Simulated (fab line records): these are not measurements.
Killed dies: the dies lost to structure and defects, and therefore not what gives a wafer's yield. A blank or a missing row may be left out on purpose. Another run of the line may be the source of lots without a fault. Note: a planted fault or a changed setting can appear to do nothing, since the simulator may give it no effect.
Which tool was responsible? + flow nandHarc + 36 wafers from 12 lots sampled at 5 of the route's 1302 steps

WHAT EACH GAUGE READ, for each wafer
NHARC_A_DECK1_JOINT_THK_MEAS_17: measures by ellipsometry.
| lot  | measured     | on           | thkNm (nm)     |
|------|--------------|--------------|----------------|
| L656 | day 12 22:07 | filmMetro-02 | 43.2 45.4 45.9 |
| L655 | day 12 22:06 | filmMetro-01 | 43.8 44.9 44.3 |
| L657 | day 13 14:17 | filmMetro-02 | 45.4 44.8 45.3 |
| L659 | day 14 02:35 | filmMetro-02 | 45.9 44.9 50.3 |
| L661 | day 14 18:24 | filmMetro-02 | 44.6 45.1 45.0 |
| L667 | day 17 21:07 | filmMetro-01 | 65.8 41.7 44.8 |
| L668 | day 18 08:08 | filmMetro-02 | 64.7 44.2 44.7 |
| L673 | day 19 12:14 | filmMetro-02 | 43.7 45.0 45.3 |
| L674 | day 19 22:11 | filmMetro-02 | 43.8 46.2 43.6 |
| L675 | day 20 22:12 | filmMetro-01 | 45.1 45.7 44.4 |
| L677 | day 21 06:14 | filmMetro-01 | 45.7 44.3 46.9 |
| L678 | day 21 22:08 | filmMetro-02 | 44.2 45.8 45.5 |

NHARC_A_ONON_D2_THK_MEAS_08: measures by ellipsometry.
| lot  | measured     | on           | thkNm (nm)     |
|------|--------------|--------------|----------------|
| L656 | day 12 23:52 | filmMetro-02 | 1007 1007 1006 |
| L655 | day 12 23:51 | filmMetro-01 | 1009 1006 1007 |
| L657 | day 13 16:01 | filmMetro-02 | 1008 1007 1007 |
| L659 | day 14 04:28 | filmMetro-02 | 978 979 978    |
| L661 | day 14 20:09 | filmMetro-01 | 996 996 997    |
| L667 | day 17 22:52 | filmMetro-02 | 1001 1002 1000 |
| L668 | day 18 09:53 | filmMetro-02 | 992 994 994    |
| L673 | day 19 13:59 | filmMetro-01 | 1004 1002 1001 |
| L674 | day 19 23:59 | filmMetro-01 | 1021 1022 1021 |
| L675 | day 20 23:56 | filmMetro-02 | 1006 1006 1009 |
| L677 | day 21 07:58 | filmMetro-02 | 1006 1007 1008 |
| L678 | day 21 23:53 | filmMetro-01 | 976 976 975    |

TOOL THAT RAN EACH LOT (tool first, then ch and the chambers of the sampled wafers, then the start)
| lot  | NHARC_A_CHANNEL_HOLE_D1_DESCUM_15 | NHARC_A_CHANNEL_HOLE_D1_ETCH_23 | NHARC_A_DECK1_JOINT_DEP_16      |
|------|-----------------------------------|---------------------------------|---------------------------------|
| L656 | rieDiel-07 ch 1,3, day 9 05:46    | harEtch-01 ch 0,1, day 9 08:42  | pecvd-04 ch 0,1,2, day 12 21:53 |
| L655 | rieDiel-06 ch 2,3, day 9 07:20    | harEtch-02 ch 0,1, day 9 10:11  | pecvd-03 ch 0,2, day 12 21:51   |
| L657 | rieDiel-09 ch 1,3, day 9 21:03    | harEtch-01 ch 0,1, day 9 23:52  | pecvd-01 ch 0,2, day 13 14:00   |
| L659 | rieDiel-06 ch 1,2,3, day 10 04:35 | harEtch-01 ch 0,1, day 10 08:19 | pecvd-04 ch 0,1,2, day 14 02:19 |
| L661 | rieDiel-07 ch 1,2,3, day 10 21:41 | harEtch-02 ch 0,1, day 11 00:19 | pecvd-03 ch 0,1,2, day 14 18:08 |
| L667 | rieDiel-09 ch 0,1,2, day 13 08:15 | harEtch-01 ch 0,1, day 13 10:53 | pecvd-03 ch 0,1,2, day 17 20:53 |
| L668 | rieDiel-06 ch 1,2,3, day 14 16:40 | harEtch-02 ch 0,1, day 14 19:33 | pecvd-03 ch 0,2, day 18 07:53   |
| L673 | rieDiel-07 ch 0,1,3, day 15 20:46 | harEtch-02 ch 0,1, day 15 23:22 | pecvd-04 ch 0,2, day 19 11:57   |
| L674 | rieDiel-09 ch 0,1,3, day 16 03:26 | harEtch-02 ch 0,1, day 16 06:10 | pecvd-01 ch 0,1,2, day 19 21:56 |
| L675 | rieDiel-07 ch 2,3, day 17 03:31   | harEtch-01 ch 0, day 17 06:08   | pecvd-01 ch 0,1, day 20 21:55   |
| L677 | rieDiel-07 ch 1,2,3, day 17 12:38 | harEtch-02 ch 0,1, day 17 15:15 | pecvd-01 ch 0,2, day 21 05:56   |
| L678 | rieDiel-07 ch 0,2,3, day 18 03:23 | harEtch-01 ch 0,1, day 18 06:07 | pecvd-04 ch 0,2, day 21 21:55   |
- NHARC_A_CHANNEL_HOLE_D1_DESCUM_15: chemistry O2, time 3 s.
- NHARC_A_CHANNEL_HOLE_D1_ETCH_23: etches the open film in C4F8/O2/Ar, time 819 s, target depth 1600 nm.
- NHARC_A_DECK1_JOINT_DEP_16: deposits SiO2, target thk 45 nm.

AS READ BY THE TOOLS THEMSELVES (means over the sampled wafers that have a number; for cases with no such wafer, the mark the record gives instead)
NHARC_A_CHANNEL_HOLE_D1_DESCUM_15.
| lot  | tool       | drypumpMotorCurrentA (A) | oesProductAu (a.u.) | rfVppV (V) | showerheadPlenumPTorr (Torr) | throttleValvePct (%) |
|------|------------|--------------------------|---------------------|------------|------------------------------|----------------------|
| L656 | rieDiel-07 | 6.2                      | 0.989               | 57.1       | 1.95                         | 11.317               |
| L655 | rieDiel-06 | 5.5                      | 1.014               | 58.2       | 1.77                         | 11.307               |
| L657 | rieDiel-09 | 5.3                      | 1.013               | 56.6       | 1.87                         | 11.302               |
| L659 | rieDiel-06 | 5.3                      | 1.010               | 56.9       | 1.81                         | 11.308               |
| L661 | rieDiel-07 | 6.1                      | 1.003               | 57.6       | 1.89                         | 11.300               |
| L667 | rieDiel-09 | 5.6                      | 1.005               | 57.9       | 1.92                         | 11.315               |
| L668 | rieDiel-06 | 5.3                      | 0.997               | 58.1       | 2.00                         | 11.313               |
| L673 | rieDiel-07 | 6.2                      | 1.003               | 58.3       | 1.97                         | 11.309               |
| L674 | rieDiel-09 | 5.4                      | 1.012               | 57.8       | 1.94                         | 11.311               |
| L675 | rieDiel-07 | 6.0                      | 0.997               | 58.2       | 1.89                         | 11.314               |
| L677 | rieDiel-07 | 6.1                      | 0.999               | 57.3       | 1.88                         | 11.310               |
| L678 | rieDiel-07 | 6.0                      | 1.002               | 57.5       | 1.92                         | 11.308               |

NHARC_A_CHANNEL_HOLE_D1_ETCH_23.
| lot  | tool       | drypumpMotorCurrentA (A) | showerheadPlenumPTorr (Torr) | throttleValvePct (%) |
|------|------------|--------------------------|------------------------------|----------------------|
| L656 | harEtch-01 | 5.3                      | 3.57                         | 32.159               |
| L655 | harEtch-02 | 5.2                      | 3.67                         | 32.150               |
| L657 | harEtch-01 | 5.3                      | 3.56                         | 32.156               |
| L659 | harEtch-01 | 5.3                      | 3.56                         | 32.155               |
| L661 | harEtch-02 | 5.6                      | 3.71                         | 32.152               |
| L667 | harEtch-01 | 5.3                      | 3.53                         | 32.160               |
| L668 | harEtch-02 | 5.3                      | 3.64                         | 32.152               |
| L673 | harEtch-02 | 5.6                      | 3.67                         | 32.165               |
| L674 | harEtch-02 | 5.5                      | 3.67                         | 32.150               |
| L675 | harEtch-01 | 5.6                      | 3.46                         | 32.152               |
| L677 | harEtch-02 | 5.2                      | 3.85                         | 32.155               |
| L678 | harEtch-01 | 5.1                      | 3.55                         | 32.156               |

NHARC_A_DECK1_JOINT_DEP_16.
| lot  | tool     | heaterPowerW (W) | mfcPrecursorSccm (sccm) | throttleValvePct (%) |
|------|----------|------------------|-------------------------|----------------------|
| L656 | pecvd-04 | 581              | 161.6                   | 15.4                 |
| L655 | pecvd-03 | 598              | 161.3                   | 16.1                 |
| L657 | pecvd-01 | 587              | 161.5                   | 16.2                 |
| L659 | pecvd-04 | 566              | 161.4                   | 15.6                 |
| L661 | pecvd-03 | 596              | 161.1                   | 16.5                 |
| L667 | pecvd-03 | 590              | 186.0                   | 16.1                 |
| L668 | pecvd-03 | 570              | 185.6                   | 16.1                 |
| L673 | pecvd-04 | 616              | 162.1                   | 15.5                 |
| L674 | pecvd-01 | 580              | 161.7                   | 15.9                 |
| L675 | pecvd-01 | 577              | 161.4                   | 16.0                 |
| L677 | pecvd-01 | 647              | 161.4                   | 16.3                 |
| L678 | pecvd-04 | 477              | 161.1                   | 15.6                 |

THE ANSWER, worked out from the rows above alone
Rule: usual is defined by the lots themselves. The widest of any qualifying gaps counts: lots, ordered by their means at a reading, are off when they make up no more than a third of the lots, leave a main group of 4 or more, and stand apart from it by 3 or more times the standard deviation of that group's means. Not used: any main group whose means are identical at the precision the tables above print for the reading. A lot without any number at a reading at which 4 lots or more have one is off too. Any other lot the step has rows for is counted as sound. Order of review: gauges by route order, followed by the tools' own readings, for which a lot's mean as printed above is used. The first step at which some lot is off is used, and at that step the reading that is off furthest; a lot without a number counts as furthest.
Off, at NHARC_A_DECK1_JOINT_THK_MEAS_17 on thkNm: L667, L668. The main group has a mean of 45.1 nm with a standard deviation of 0.72.
If a tool, at a process step before that reading, ran all the lots that are off and no sound lot after the first of them, it fits. Not tried: the gauges at NHARC_A_DECK1_JOINT_THK_MEAS_17; whatever is off there is also off at NHARC_A_DECK1_JOINT_DEP_16, on other tools, and gauge error can't account for it. One candidate fits, namely pecvd-03 at NHARC_A_DECK1_JOINT_DEP_16. Its last sound lot is L661 (day 14 18:08), its first lot that is off L667 (day 17 20:53): a fault that began between those two fits.
The tool's own readings at NHARC_A_DECK1_JOINT_DEP_16 bear it out: on the lots that are off they differ by more than 5 times the standard deviation of the sound lots' means. mfcPrecursorSccm reads 185.8 sccm there against 161.5 sccm on the sound lots.

WHAT THE SIMULATOR PUT IN
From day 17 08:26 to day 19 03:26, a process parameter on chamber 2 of pecvd-03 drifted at NHARC_A_DECK1_JOINT_DEP_16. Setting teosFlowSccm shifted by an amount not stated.
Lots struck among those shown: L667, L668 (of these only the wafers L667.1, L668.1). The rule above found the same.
